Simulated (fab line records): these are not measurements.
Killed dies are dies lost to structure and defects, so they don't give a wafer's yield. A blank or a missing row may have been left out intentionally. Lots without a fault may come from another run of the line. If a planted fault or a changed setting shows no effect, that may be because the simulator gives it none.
fab line records	flow n5_finfet
record lots=24	wafers=72	last_day=21
route steps=1938 shown BEOL_M2@923 BEOL_M3@955
lots that met no fault: from a run of the same line without faults
start_h: start of the lot's first displayed wafer, in hours after the record's first day	wait_h: how many hours have passed since the lot's step before this one	" as in the row above	L1.1+2: a single row standing in for several wafers	- no value, or no start given	* or withheld: withheld	< > ~ a bound
route shown NAME@n: a module of which the file shows steps, and the number in the route of the first	usual: average and standard deviation across the fault-free wafers	same: alike in all rows	chamber/n: place in a boat	sites: per-site readings	_std_site: the values' standard deviation	_edge_site: outer sites' mean less inner sites'	radius_mm: how far each site lies from the wafer's centre	mask NAME#n: copy n	behind: tool/chamber where the wafer was last shaped	hold: why the lot was held/for how many hours/how that ended	device: whichever transistor did not switch (one of n, p or np)	end of line: the same wafers' tests at the end of the route	where a step has no rows: the recipe by itself	killed: at the first sort, the dies lost to defects and structure; wafer yield is something else	map: a wafer's dies, marking killed ones x, the rest . and places with no die _
set.NAME: the run value of the setting; set.NAME@STEP: its run value at that earlier step	model.NAME: the simulator's own value behind a step, which no gauge read
the route's steps for a sample of lots (tables are steps, rows are wafers)
services: the hour from which a tool's chamber was out of use, counted from the record's first day as start_h (under 0 if before that day), plus the number of hours and why
## steps
# step N5_BEOL_M2_CMP_52
# recipe stop_on=SiOC	t_overpolish_s=6.8	down_force_psi=1	platen_rpm=50	clearing_platen_down_force_psi=1.5	clearing_platen_rpm=50	post_cmp_clean=cu_alkaline	target_thk_nm=40	clearing_platen_pad_velocity_m_s=0.99484	pad_velocity_m_s=0.99484
# usual barrier_field_endpoint_s=24.9/0.91	motor_current_A=6.1/0.59	overpolish_run_s=6.801/0.0091	time_to_endpoint_s=64/3.9
lot.wafer	tool	chamber	start_h	wait_h	barrier_field_endpoint_s	motor_current_A	overpolish_run_s	time_to_endpoint_s
L074.3	cmp-01	3	172.49	0.2	24.3	7.0	6.786	60
L074.4	"	0	"	"	24.1	6.4	6.807	61
L074.6	"	0	"	"	24.9	6.1	6.794	62
L075.3	cmp-02	2	182.32	0.2	23.9	6.4	6.790	59
L075.1	"	1	"	"	24.1	6.9	6.792	65
L075.6	"	2	"	"	25.1	6.4	6.798	62
L076.4	cmp-02	0	191.88	0.2	24.6	6.4	6.805	65
L076.1	"	1	"	"	23.1	6.9	6.793	60
L076.6	"	0	"	"	24.9	6.2	6.793	68
L077.3	cmp-02	3	198.13	0.3	22.9	6.3	6.798	56
L077.5	"	0	"	"	24.9	6.5	6.787	65
L077.6	"	1	"	"	24.0	6.5	6.812	61
L078.4	cmp-02	3	206.56	0.2	25.0	6.0	6.805	60
L078.2	"	0	"	"	25.0	6.2	6.793	65
L078.6	"	2	"	"	23.3	6.4	6.817	59
L079.4	cmp-03	0	215.13	0.2	25.6	6.2	6.805	67
L079.3	"	1	"	"	25.0	5.6	6.813	61
L079.2	"	2	"	"	24.9	5.0	6.805	68
L080.2	cmp-03	0	216.15	0.2	25.2	5.9	6.805	68
L080.3	"	3	"	"	24.8	6.0	6.792	67
L080.5	"	0	"	"	25.6	5.9	6.789	72
L081.2	cmp-01	1	219.98	0.2	24.9	6.6	6.802	60
L081.1	"	2	"	"	24.8	5.3	6.793	64
L081.5	"	2	"	"	24.8	5.1	6.810	64
L083.3	cmp-03	1	221.63	0.2	25.3	5.6	6.795	62
L083.4	"	2	"	"	25.7	4.9	6.802	64
L083.2	"	3	"	"	25.2	6.1	6.806	67
L082.2	cmp-01	3	226.83	0.2	24.7	7.0	6.791	64
L082.6	"	2	"	"	24.3	5.7	6.779	64
L082.5	"	3	"	"	24.9	6.5	6.801	66
L084.2	cmp-03	1	234.66	0.2	24.2	5.4	6.799	66
L084.4	"	3	"	"	25.0	6.5	6.812	67
L084.5	"	1	"	"	24.9	5.9	6.804	65
L085.2	cmp-03	2	239.25	0.2	25.1	5.3	6.824	67
L085.3	"	3	"	"	25.8	6.6	6.795	71
L085.1	"	1	"	"	25.0	5.5	6.793	65
L086.3	cmp-01	1	239.60	0.2	23.8	6.4	6.803	56
L086.4	"	2	"	"	25.4	5.3	6.812	61
L086.5	"	0	"	"	25.3	5.8	6.800	60
L088.3	cmp-01	2	248.87	0.2	24.0	5.6	6.798	62
L088.5	"	2	"	"	24.5	5.2	6.798	64
L088.6	"	3	"	"	24.9	6.9	6.816	65
L089.4	cmp-02	3	248.99	0.1	24.0	6.1	6.801	59
L089.2	"	2	"	"	24.5	6.4	6.809	60
L089.6	"	3	"	"	24.3	5.9	6.820	57
L087.3	cmp-02	0	265.49	0.2	25.2	6.3	6.807	64
L087.2	"	2	"	"	23.8	6.4	6.791	58
L087.5	"	3	"	"	24.8	6.3	6.807	57
L091.2	cmp-01	1	279.82	0.2	24.3	6.8	6.817	64
L091.4	"	3	"	"	25.4	6.8	6.795	65
L091.1	"	0	"	"	25.4	6.0	6.787	66
L090.4	cmp-01	1	280.28	0.3	25.2	6.7	6.804	60
L090.2	"	0	"	"	25.5	6.1	6.830	67
L090.5	"	1	"	"	23.5	6.9	6.804	59
L092.4	cmp-02	3	291.54	0.1	24.7	6.3	6.787	58
L092.1	"	1	"	"	25.5	6.9	6.798	62
L092.6	"	0	"	"	25.9	6.2	6.796	63
L093.1	cmp-03	2	292.24	0.3	27.0	5.2	6.793	70
L093.6	"	2	"	"	27.0	5.3	6.807	71
L093.5	"	3	"	"	25.9	6.0	6.795	71
L094.2	cmp-01	2	314.72	0.2	24.7	5.3	6.817	60
L094.3	"	3	"	"	25.3	7.1	6.804	66
L094.4	"	0	"	"	24.9	6.4	6.795	62
L097.4	cmp-03	3	317.89	0.4	27.1	6.6	6.803	70
L097.2	"	0	"	"	27.1	6.0	6.805	70
L097.1	"	1	"	"	25.5	5.3	6.790	65
L095.3	cmp-01	2	318.10	0.4	24.5	5.4	6.798	63
L095.2	"	3	"	"	25.3	6.6	6.807	68
L095.5	"	3	"	"	24.4	7.0	6.805	67
L096.4	cmp-03	2	322.32	0.1	26.9	5.2	6.810	67
L096.3	"	0	"	"	26.2	6.1	6.814	67
L096.2	"	1	"	"	26.1	5.5	6.805	65
# step N5_BEOL_M2_RS_MEAS_58
# recipe thk_meas_gauge=four-point-probe	reads=Co_of_BEOL_M2_CO_CAP_55+Cu_of_BEOL_M2_ECD_50+Co_of_BEOL_M2_CVD_47+TaN_of_BEOL_M2_ALD_84
# usual M2_RS=0.67/0.036
lot.wafer	tool	chamber	start_h	wait_h	M2_RS[ohm/sq]
L074.3	film_metro-02	-	173.05	0.1	0.69
L074.4	"	-	"	"	0.71
L074.6	"	-	"	"	0.69
L075.1	film_metro-01	-	182.93	0.0	0.67
L075.3	"	-	"	"	0.75
L075.6	"	-	"	"	0.73
L076.1	film_metro-02	-	192.45	0.0	0.71
L076.4	"	-	"	"	0.68
L076.6	"	-	"	"	0.65
L077.3	film_metro-02	-	198.63	0.1	0.72
L077.5	"	-	"	"	0.67
L077.6	"	-	"	"	0.65
L078.2	film_metro-02	-	207.08	0.1	0.67
L078.4	"	-	"	"	0.73
L078.6	"	-	"	"	0.68
L079.2	film_metro-02	-	215.65	0.1	0.67
L079.3	"	-	"	"	0.72
L079.4	"	-	"	"	0.66
L080.2	film_metro-02	-	216.71	0.1	0.65
L080.3	"	-	"	"	0.66
L080.5	"	-	"	"	0.61
L081.1	film_metro-01	-	220.56	0.0	0.67
L081.2	"	-	"	"	0.65
L081.5	"	-	"	"	0.61
L083.2	film_metro-02	-	222.19	0.1	0.71
L083.3	"	-	"	"	0.71
L083.4	"	-	"	"	0.64
L082.2	film_metro-01	-	227.34	0.1	0.64
L082.5	"	-	"	"	0.67
L082.6	"	-	"	"	0.66
L084.2	film_metro-02	-	235.18	0.1	0.69
L084.4	"	-	"	"	0.66
L084.5	"	-	"	"	0.66
L085.1	film_metro-02	-	239.81	0.0	0.66
L085.2	"	-	"	"	0.62
L085.3	"	-	"	"	0.65
L086.3	film_metro-02	-	240.08	0.1	0.66
L086.4	"	-	"	"	0.72
L086.5	"	-	"	"	0.70
L088.3	film_metro-01	-	249.43	0.1	0.65
L088.5	"	-	"	"	0.73
L088.6	"	-	"	"	0.67
L089.2	film_metro-02	-	249.55	0.1	0.70
L089.4	"	-	"	"	0.69
L089.6	"	-	"	"	0.71
L087.2	film_metro-02	-	266.00	0.1	0.67
L087.3	"	-	"	"	0.66
L087.5	"	-	"	"	0.66
L091.1	film_metro-01	-	280.38	0.0	0.67
L091.2	"	-	"	"	0.65
L091.4	"	-	"	"	0.61
L090.2	film_metro-02	-	280.92	0.1	0.68
L090.4	"	-	"	"	0.67
L090.5	"	-	"	"	0.71
L092.1	film_metro-01	-	292.09	0.0	0.71
L092.4	"	-	"	"	0.69
L092.6	"	-	"	"	0.62
L093.1	film_metro-02	-	292.80	0.0	0.59
L093.5	"	-	"	"	0.69
L093.6	"	-	"	"	0.59
L094.2	film_metro-02	-	315.24	0.1	0.67
L094.3	"	-	"	"	0.72
L094.4	"	-	"	"	0.74
L097.1	film_metro-02	-	318.49	0.0	0.62
L097.2	"	-	"	"	0.58
L097.4	"	-	"	"	0.61
L095.2	film_metro-01	-	318.69	0.1	0.69
L095.3	"	-	"	"	0.66
L095.5	"	-	"	"	0.70
L096.2	film_metro-01	-	322.87	0.1	0.65
L096.3	"	-	"	"	0.61
L096.4	"	-	"	"	0.62
# step N5_BEOL_M3_STRIP_19
# recipe chemistry=O2	power_w=400	temp_c=40	pressure_mtorr=30	rf_frequency_hz=6e+07	bias_power_w=0	overash_fraction=0.2	o2_flow_sccm=225
# usual chamber_pressure_mTorr=30.002/0.027	drypump_motor_current_A=5.7/0.38	oes_product_au=0.81/0.087	rf_vpp_V=3.6/0.47	showerhead_plenum_p_Torr=2.11/0.076	throttle_valve_pct=16.59/0.29
lot.wafer	tool	chamber	start_h	wait_h	chamber_pressure_mTorr	drypump_motor_current_A	oes_product_au	rf_hours_counter_h	rf_vpp_V	showerhead_plenum_p_Torr	throttle_valve_pct
L074.3	rie_diel-06	2	174.87	0.1	29.955	5.2	0.91	16	3.8	2.12	16.10
L074.4	"	1	"	"	30.004	5.5	0.68	219	3.9	2.16	16.79
L074.6	"	1	"	"	29.975	5.5	0.68	-	3.9	2.16	16.80
L075.1	rie_diel-06	2	184.14	0.1	30.030	5.2	0.90	18	3.1	2.12	16.12
L075.3	"	1	"	"	30.018	5.4	0.68	221	3.5	2.16	16.80
L075.6	"	1	"	"	29.995	5.4	0.69	-	4.1	2.16	16.80
L076.1	rie_diel-06	1	195.49	0.1	29.988	5.5	0.68	224	3.0	2.15	16.81
L076.4	"	3	"	"	30.004	5.4	0.90	30	3.3	2.02	16.39
L076.6	"	3	"	"	30.030	5.4	0.90	-	3.7	2.02	16.38
L077.3	rie_diel-06	1	202.52	0.1	30.032	5.5	0.68	226	3.0	2.15	16.81
L077.5	"	2	"	"	30.014	5.2	0.89	-	3.9	2.12	16.13
L077.6	"	1	"	"	29.984	5.4	0.68	-	3.9	2.15	16.81
L078.2	rie_diel-06	0	208.42	0.1	29.998	6.2	0.81	89	3.9	2.12	16.49
L078.4	"	2	"	"	30.097	5.2	0.89	25	3.4	2.12	16.10
L078.6	"	0	"	"	30.043	6.2	0.81	-	4.2	2.12	16.48
L079.2	rie_diel-03	0	218.36	0.2	30.055	6.2	0.82	122	3.7	2.13	16.48
L079.3	"	2	"	"	30.009	6.3	0.86	64	3.7	2.21	16.41
L079.4	"	3	"	"	29.998	5.2	0.89	36	3.7	2.20	16.35
L080.2	rie_diel-03	3	218.54	0.1	29.975	5.1	0.91	36	4.1	2.20	16.35
L080.3	"	2	"	"	30.010	6.2	0.86	64	3.7	2.21	16.43
L080.5	"	2	"	"	29.971	6.3	0.87	-	2.9	2.21	16.42
L081.1	rie_diel-03	3	222.79	0.1	30.027	5.2	0.90	38	3.2	2.19	16.35
L081.2	"	2	"	"	30.019	6.3	0.86	66	3.5	2.20	16.43
L081.5	"	1	"	"	30.018	5.8	0.71	-	4.2	2.17	17.29
L083.2	rie_diel-02	0	224.15	0.1	30.036	5.8	0.66	247	2.9	2.08	17.06
L083.3	"	3	"	"	29.939	5.8	0.74	178	3.1	2.20	16.81
L083.4	"	2	"	"	29.999	5.7	0.75	146	3.9	1.93	16.73
L082.2	rie_diel-06	1	231.13	0.3	30.034	5.5	0.67	235	2.7	2.15	16.82
L082.5	"	1	"	"	29.930	5.5	0.67	-	3.2	2.15	16.82
L082.6	"	0	"	"	30.026	6.2	0.80	-	3.9	2.11	16.48
L084.2	rie_diel-03	3	237.11	0.1	30.015	5.2	0.89	42	3.8	2.19	16.38
L084.4	"	1	"	"	30.001	5.8	0.71	231	3.4	2.17	17.30
L084.5	"	3	"	"	29.998	5.2	0.89	-	3.4	2.19	16.35
L085.1	rie_diel-03	1	241.79	0.2	29.984	5.8	0.70	232	4.0	2.17	17.30
L085.2	"	2	"	"	30.011	6.3	0.84	72	4.2	2.20	16.44
L085.3	"	0	"	"	30.008	6.1	0.80	130	3.6	2.13	16.48
L086.3	rie_diel-02	2	241.91	0.1	29.979	5.6	0.76	153	3.1	1.93	16.76
L086.4	"	1	"	"	29.998	5.4	0.78	-	4.0	2.03	16.52
L086.5	"	3	"	"	29.958	5.8	0.74	-	2.8	2.20	16.81
L088.3	rie_diel-02	2	250.97	0.1	30.037	5.7	0.76	157	3.4	1.93	16.77
L088.5	"	2	"	"	29.977	5.7	0.76	-	3.7	1.93	16.73
L088.6	"	1	"	"	30.059	5.4	0.77	-	3.6	2.02	16.54
L089.2	rie_diel-06	2	251.14	0.2	30.019	5.2	0.87	41	3.6	2.11	16.14
L089.4	"	1	"	"	30.005	5.5	0.66	243	3.1	2.15	16.84
L089.6	"	0	"	"	30.001	6.2	0.80	-	3.8	2.11	16.53
L087.2	rie_diel-06	0	268.04	0.1	30.028	6.2	0.79	111	4.2	2.11	16.52
L087.3	"	2	"	"	29.967	5.2	0.86	46	4.2	2.11	16.16
L087.5	"	2	"	"	30.018	5.2	0.85	-	3.9	2.11	16.16
L091.1	rie_diel-03	2	282.12	0.1	29.986	6.2	0.83	86	2.9	2.20	16.46
L091.2	"	0	"	"	29.985	6.1	0.79	143	3.4	2.12	16.50
L091.4	"	3	"	"	30.007	5.2	0.86	57	3.7	2.19	16.39
L090.2	rie_diel-02	2	282.46	0.2	29.984	5.7	0.75	167	3.6	1.93	16.77
L090.4	"	0	"	"	30.009	5.8	0.98	11	4.0	2.08	16.64
L090.5	"	0	"	"	29.988	5.8	0.97	-	3.9	2.08	16.63
L092.1	rie_diel-06	0	293.76	0.1	29.991	6.3	0.79	122	3.5	2.11	16.54
L092.4	"	3	"	"	30.014	5.4	0.87	-	3.9	2.01	16.42
L092.6	"	0	"	"	29.980	6.3	0.79	-	3.4	2.11	16.54
L093.1	rie_diel-02	0	295.03	0.1	29.974	5.8	0.96	16	4.0	2.07	16.65
L093.5	"	3	"	"	29.972	5.9	0.73	-	3.2	2.19	16.84
L093.6	"	0	"	"	29.991	5.8	0.95	-	3.0	2.07	16.65
L094.2	rie_diel-02	2	317.92	0.1	30.017	5.7	0.74	180	4.1	1.92	16.80
L094.3	"	3	"	"	30.042	5.9	0.72	211	3.4	2.19	16.87
L094.4	"	1	"	"	30.029	5.4	0.75	165	3.4	2.02	16.56
L097.1	rie_diel-03	3	323.29	0.2	30.015	5.2	0.85	72	4.1	2.18	16.41
L097.2	"	1	"	"	29.982	5.8	1.00	5	4.5	2.16	16.88
L097.4	"	2	"	"	29.983	6.2	0.81	102	3.6	2.19	16.50
L095.2	rie_diel-02	0	323.55	0.2	30.019	5.8	0.94	24	3.0	2.07	16.65
L095.3	"	3	"	"	29.975	5.9	0.72	212	2.4	2.19	16.87
L095.5	"	3	"	"	29.978	5.9	0.72	-	3.9	2.19	16.88
L096.2	rie_diel-06	2	324.76	0.1	29.990	5.2	0.83	66	4.4	2.10	16.22
L096.3	"	0	"	"	30.018	6.2	0.77	131	3.9	2.10	16.57
L096.4	"	1	"	"	30.032	5.5	0.98	8	3.6	2.14	16.28
# step N5_BEOL_M3_CD_MEAS_18
# recipe pitch_nm=36	target_cd_nm=18
# usual cd_nm=18.0/0.46
lot.wafer	tool	chamber	start_h	wait_h	cd_nm
L074.3	cd_sem-01	-	174.95	0.1	18.1
L074.4	"	-	"	"	17.9
L074.6	"	-	"	"	17.7
L075.1	cd_sem-01	-	184.21	0.0	17.6
L075.3	"	-	"	"	18.2
L075.6	"	-	"	"	17.9
L076.1	cd_sem-02	-	195.56	0.0	18.1
L076.4	"	-	"	"	18.6
L076.6	"	-	"	"	18.1
L077.3	cd_sem-02	-	202.60	0.1	18.7
L077.5	"	-	"	"	18.3
L077.6	"	-	"	"	17.0
L078.2	cd_sem-01	-	208.49	0.1	18.5
L078.4	"	-	"	"	17.7
L078.6	"	-	"	"	18.4
L079.2	cd_sem-02	-	218.43	0.1	18.1
L079.3	"	-	"	"	17.6
L079.4	"	-	"	"	17.6
L080.2	cd_sem-01	-	218.62	0.1	17.9
L080.3	"	-	"	"	17.4
L080.5	"	-	"	"	17.7
L081.1	cd_sem-02	-	222.86	0.0	18.1
L081.2	"	-	"	"	17.5
L081.5	"	-	"	"	17.4
L083.2	cd_sem-01	-	224.22	0.1	17.9
L083.3	"	-	"	"	17.8
L083.4	"	-	"	"	17.8
L082.2	cd_sem-03	-	231.20	0.1	18.4
L082.5	"	-	"	"	17.4
L082.6	"	-	"	"	18.5
L084.2	cd_sem-02	-	237.18	0.1	18.3
L084.4	"	-	"	"	18.3
L084.5	"	-	"	"	18.1
L085.1	cd_sem-02	-	241.86	0.0	17.8
L085.2	"	-	"	"	18.6
L085.3	"	-	"	"	18.1
L086.3	cd_sem-02	-	241.98	0.1	17.3
L086.4	"	-	"	"	18.1
L086.5	"	-	"	"	18.0
L088.3	cd_sem-02	-	251.05	0.1	17.7
L088.5	"	-	"	"	17.9
L088.6	"	-	"	"	18.4
L089.2	cd_sem-01	-	251.21	0.1	18.1
L089.4	"	-	"	"	18.7
L089.6	"	-	"	"	17.6
L087.2	cd_sem-03	-	268.11	0.1	18.1
L087.3	"	-	"	"	18.0
L087.5	"	-	"	"	18.2
L091.1	cd_sem-01	-	282.19	0.0	18.7
L091.2	"	-	"	"	18.8
L091.4	"	-	"	"	18.3
L090.2	cd_sem-02	-	282.53	0.1	18.9
L090.4	"	-	"	"	18.3
L090.5	"	-	"	"	19.4
L092.1	cd_sem-02	-	293.83	0.0	18.4
L092.4	"	-	"	"	18.9
L092.6	"	-	"	"	18.2
L093.1	cd_sem-01	-	295.10	0.1	17.5
L093.5	"	-	"	"	17.9
L093.6	"	-	"	"	17.4
L094.2	cd_sem-01	-	317.99	0.1	18.3
L094.3	"	-	"	"	17.5
L094.4	"	-	"	"	17.4
L097.1	cd_sem-02	-	323.36	0.0	18.6
L097.2	"	-	"	"	18.0
L097.4	"	-	"	"	18.1
L095.2	cd_sem-02	-	323.62	0.1	18.2
L095.3	"	-	"	"	18.8
L095.5	"	-	"	"	18.9
L096.2	cd_sem-03	-	324.83	0.1	18.1
L096.3	"	-	"	"	17.7
L096.4	"	-	"	"	17.9
# step N5_BEOL_M3_INSPECT_30
# recipe mode=adi	inspect_instrument=brightfield
# usual raw_defect_count=377/87
lot.wafer	tool	chamber	start_h	wait_h	raw_defect_count
L074.3	defect_inspect-02	-	175.48	0.0	282
L074.4	"	-	"	"	370
L074.6	"	-	"	"	296
L075.1	defect_inspect-01	-	184.81	0.1	442
L075.3	"	-	"	"	297
L075.6	"	-	"	"	298
L076.1	defect_inspect-02	-	196.10	0.1	798
L076.4	"	-	"	"	504
L076.6	"	-	"	"	438
L077.3	defect_inspect-02	-	203.13	0.0	418
L077.5	"	-	"	"	431
L077.6	"	-	"	"	424
L078.2	defect_inspect-02	-	209.03	0.0	509
L078.4	"	-	"	"	361
L078.6	"	-	"	"	353
L079.2	defect_inspect-01	-	218.84	0.0	443
L079.3	"	-	"	"	335
L079.4	"	-	"	"	406
L080.2	defect_inspect-01	-	219.02	0.0	312
L080.3	"	-	"	"	383
L080.5	"	-	"	"	410
L081.1	defect_inspect-02	-	223.39	0.1	517
L081.2	"	-	"	"	452
L081.5	"	-	"	"	433
L083.2	defect_inspect-01	-	224.63	0.0	300
L083.3	"	-	"	"	303
L083.4	"	-	"	"	264
L082.2	defect_inspect-02	-	231.74	0.0	253
L082.5	"	-	"	"	229
L082.6	"	-	"	"	261
L084.2	defect_inspect-02	-	237.59	0.0	453
L084.4	"	-	"	"	399
L084.5	"	-	"	"	397
L085.1	defect_inspect-01	-	242.27	0.1	392
L085.2	"	-	"	"	376
L085.3	"	-	"	"	272
L086.3	defect_inspect-01	-	242.52	0.0	389
L086.4	"	-	"	"	352
L086.5	"	-	"	"	349
L088.3	defect_inspect-01	-	251.58	0.0	271
L088.5	"	-	"	"	206
L088.6	"	-	"	"	276
L089.2	defect_inspect-01	-	251.76	0.0	235
L089.4	"	-	"	"	309
L089.6	"	-	"	"	292
L087.2	defect_inspect-01	-	268.68	0.2	385
L087.3	"	-	"	"	302
L087.5	"	-	"	"	367
L091.1	defect_inspect-02	-	282.60	0.1	441
L091.2	"	-	"	"	295
L091.4	"	-	"	"	297
L090.2	defect_inspect-02	-	282.94	0.0	532
L090.4	"	-	"	"	460
L090.5	"	-	"	"	424
L092.1	defect_inspect-01	-	294.36	0.1	571
L092.4	"	-	"	"	399
L092.6	"	-	"	"	437
L093.1	defect_inspect-01	-	295.64	0.1	413
L093.5	"	-	"	"	415
L093.6	"	-	"	"	386
L094.2	defect_inspect-01	-	318.52	0.0	401
L094.3	"	-	"	"	449
L094.4	"	-	"	"	469
L097.1	defect_inspect-01	-	323.89	0.1	380
L097.2	"	-	"	"	384
L097.4	"	-	"	"	359
L095.2	defect_inspect-01	-	324.16	0.1	412
L095.3	"	-	"	"	372
L095.5	"	-	"	"	257
L096.2	defect_inspect-01	-	325.27	0.0	491
L096.3	"	-	"	"	540
L096.4	"	-	"	"	586
# step N5_BEOL_M3_VIA_ETCH_34
# recipe chemistry=C4F6/O2	target_depth_a=694	mask_material=SOC	pressure_mtorr=15	ion_energy_ev=250	taper_deg=4	time_s=65.9	source_w=350	bias_w=170	Ar_flow_sccm=300	C4F6_flow_sccm=10	O2_flow_sccm=10
# usual chamber_pressure_mTorr=15.000/0.013	drypump_motor_current_A=5.7/0.38	mfc_ar_sccm=299.9/0.98	oes_product_au=0.81/0.083	rf_vpp_V=661/13	showerhead_plenum_p_Torr=2.86/0.093	throttle_valve_pct=30.7/0.34
lot.wafer	tool	chamber	start_h	wait_h	chamber_pressure_mTorr	drypump_motor_current_A	mfc_ar_sccm	oes_product_au	rf_hours_counter_h	rf_vpp_V	showerhead_plenum_p_Torr	throttle_valve_pct
L074.3	rie_diel-06	0	186.24	0.0	14.981	6.3	300.7	0.80	83	649	2.85	30.4
L074.4	"	3	"	"	15.013	5.4	300.7	0.89	27	677	2.78	30.6
L074.6	"	2	"	"	14.978	5.2	298.7	0.89	-	636	2.93	30.5
L075.1	rie_diel-06	0	190.52	0.0	15.025	6.2	300.6	0.81	84	648	2.85	30.4
L075.3	"	1	"	"	15.016	5.5	300.1	0.68	222	660	2.90	30.8
L075.6	"	3	"	"	14.988	5.4	300.4	0.89	-	678	2.78	30.6
L076.1	rie_diel-03	2	207.34	0.0	14.979	6.3	299.5	0.86	61	666	2.96	30.3
L076.4	"	3	"	"	15.024	5.2	300.1	0.91	33	657	3.03	30.7
L076.6	"	0	"	"	14.982	6.2	300.0	0.83	-	681	2.83	30.2
L077.3	rie_diel-03	0	212.67	0.0	15.017	6.1	299.2	0.83	120	677	2.83	30.1
L077.5	"	0	"	"	14.998	6.1	299.9	0.83	-	678	2.83	30.1
L077.6	"	1	"	"	15.022	5.8	299.4	0.71	-	658	2.90	31.3
L080.2	rie_diel-02	3	223.14	0.0	14.999	5.9	300.0	0.74	178	680	2.92	30.7
L080.3	"	0	"	"	14.988	5.8	300.7	0.67	246	653	2.83	31.4
L080.5	"	0	"	"	14.977	5.8	301.3	0.67	-	652	2.83	31.4
L081.1	rie_diel-02	3	224.38	0.0	14.992	5.9	300.8	0.73	178	680	2.92	30.7
L081.2	"	1	"	"	14.995	5.4	299.9	0.78	132	670	2.76	30.6
L081.5	"	3	"	"	14.997	5.9	300.9	0.73	-	681	2.92	30.7
L079.2	rie_diel-03	0	226.20	0.0	15.013	6.1	299.6	0.83	124	678	2.83	30.1
L079.3	"	1	"	"	14.999	5.8	300.8	0.70	226	658	2.90	31.3
L079.4	"	3	"	"	15.000	5.2	299.7	0.90	38	656	3.03	30.7
L078.2	rie_diel-06	3	230.49	0.0	15.007	5.4	300.3	0.88	40	678	2.78	30.6
L078.4	"	2	"	"	15.005	5.2	300.8	0.87	32	635	2.92	30.5
L078.6	"	3	"	"	15.014	5.4	300.9	0.89	-	676	2.78	30.6
L083.2	rie_diel-06	2	235.77	0.0	15.005	5.2	299.3	0.87	35	636	2.92	30.6
L083.3	"	0	"	"	14.987	6.2	300.2	0.79	98	649	2.84	30.4
L083.4	"	1	"	"	14.987	5.5	299.8	0.67	-	660	2.89	30.8
L082.2	rie_diel-02	3	245.71	0.0	15.008	5.9	298.9	0.73	187	679	2.92	30.7
L082.5	"	1	"	"	15.008	5.4	300.2	0.77	-	672	2.76	30.6
L082.6	"	3	"	"	15.011	5.9	298.2	0.73	-	681	2.91	30.7
L084.2	rie_diel-06	2	250.16	0.0	14.996	5.2	298.7	0.85	40	636	2.92	30.5
L084.4	"	1	"	"	15.001	5.5	299.7	0.66	242	660	2.89	30.8
L084.5	"	3	"	"	14.983	5.4	298.6	0.87	-	679	2.78	30.6
L085.1	rie_diel-03	1	250.36	0.0	14.960	5.8	298.5	0.70	236	658	2.90	31.3
L085.2	"	2	"	"	15.006	6.2	300.1	0.85	75	664	2.96	30.4
L085.3	"	3	"	"	14.978	5.2	299.8	0.88	47	657	3.03	30.7
L086.3	rie_diel-02	1	254.34	0.0	15.010	5.4	299.4	0.77	143	671	2.75	30.6
L086.4	"	3	"	"	15.002	5.8	298.7	0.73	190	680	2.91	30.7
L086.5	"	1	"	"	15.007	5.4	298.4	0.77	-	671	2.75	30.6
L088.3	rie_diel-06	2	258.20	0.0	15.007	5.2	300.1	0.86	43	636	2.92	30.5
L088.5	"	1	"	"	15.002	5.4	299.6	0.67	-	661	2.89	30.8
L088.6	"	0	"	"	15.000	6.3	299.4	0.78	-	648	2.84	30.4
L089.2	rie_diel-06	1	261.62	0.0	14.975	5.5	299.5	0.66	248	660	2.89	30.8
L089.4	"	0	"	"	15.014	6.2	298.4	0.78	109	648	2.84	30.4
L089.6	"	0	"	"	15.010	6.2	299.9	0.78	-	648	2.84	30.4
L087.2	rie_diel-06	0	276.46	0.0	14.978	6.3	300.4	0.78	115	647	2.84	30.4
L087.3	"	3	"	"	15.002	5.4	299.4	0.85	55	678	2.77	30.6
L087.5	"	0	"	"	15.020	6.2	300.7	0.77	-	648	2.84	30.4
L091.1	rie_diel-02	3	283.20	0.0	14.978	5.9	299.1	0.73	200	680	2.91	30.7
L091.2	"	2	"	"	15.014	5.7	300.3	0.75	168	653	2.63	31.1
L091.4	"	0	"	"	14.986	5.8	301.4	0.98	12	653	2.82	31.2
L090.2	rie_diel-03	3	294.59	0.0	15.006	5.1	299.9	0.87	62	656	3.02	30.7
L090.4	"	0	"	"	15.009	6.2	300.1	0.81	-	677	2.82	30.2
L090.5	"	3	"	"	14.999	5.1	300.1	0.87	-	656	3.02	30.7
L093.1	rie_diel-03	0	299.82	0.0	14.981	6.2	301.1	0.80	150	679	2.81	30.2
L093.5	"	3	"	"	15.023	5.2	300.9	0.85	-	654	3.02	30.7
L093.6	"	0	"	"	15.010	6.2	301.0	0.81	-	677	2.81	30.2
L092.1	rie_diel-06	3	304.77	0.0	14.992	5.4	300.8	0.84	66	678	2.77	30.6
L092.4	"	1	"	"	15.023	5.5	300.3	1.02	3	660	2.89	30.0
L092.6	"	0	"	"	14.994	6.2	300.0	0.76	-	648	2.83	30.4
L094.2	rie_diel-02	0	322.26	0.0	14.976	5.8	300.1	0.94	23	655	2.82	31.2
L094.3	"	2	"	"	14.998	5.7	300.3	0.75	181	651	2.63	31.1
L094.4	"	3	"	"	14.984	5.9	298.4	0.72	212	678	2.90	30.7
L097.1	rie_diel-02	3	330.66	0.0	15.025	5.9	301.0	0.71	215	681	2.90	30.7
L097.2	"	2	"	"	14.990	5.7	299.5	0.74	184	652	2.63	31.1
L097.4	"	0	"	"	15.002	5.8	299.8	0.93	26	652	2.82	31.3
L095.2	rie_diel-03	1	337.14	0.0	14.996	5.7	299.9	0.95	7	657	2.89	31.0
L095.3	"	0	"	"	15.021	6.1	298.3	0.78	161	678	2.81	30.2
L095.5	"	3	"	"	14.986	5.2	299.8	0.84	-	655	3.01	30.7
L096.2	rie_diel-03	2	338.43	0.0	15.005	6.3	297.6	0.82	105	665	2.94	30.4
L096.3	"	3	"	"	15.001	5.2	299.4	0.85	76	657	3.01	30.8
L096.4	"	0	"	"	15.016	6.1	301.4	0.79	161	678	2.81	30.2
## services
tool	chamber	start_h	hours	kind
cmp-02	-	160.85	4.0	pm
rie_diel-02	1	203.70	9.6	repair
cmp-01	-	204.95	3.9	pm
cmp-01	-	213.82	3.0	pm
rie_diel-02	0	216.37	5.1	repair
cmp-02	-	227.89	4.8	pm
cmp-01	-	228.36	0.2	repair
rie_diel-02	0	235.97	-	clean
rie_diel-02	0	235.97	-	consumable_replace:focus_ring
rie_diel-02	0	235.97	14.4	scheduled_down
cmp-01	-	251.22	4.1	repair
rie_diel-06	1	270.24	-	clean
rie_diel-06	1	270.24	-	consumable_replace:focus_ring
rie_diel-06	1	270.24	24.8	scheduled_down
rie_diel-06	1	270.24	24.8	vent_cycle
cmp-02	-	278.14	6.8	pm
cmp-03	-	278.64	4.0	pm
cmp-01	-	286.09	2.0	repair
rie_diel-03	1	291.62	-	clean
rie_diel-03	1	291.62	-	consumable_replace:focus_ring
rie_diel-03	1	291.62	13.8	scheduled_down
rie_diel-03	1	291.62	13.8	vent_cycle
cmp-02	-	316.58	2.1	repair
rie_diel-03	1	329.37	6.6	repair
## key
fault none
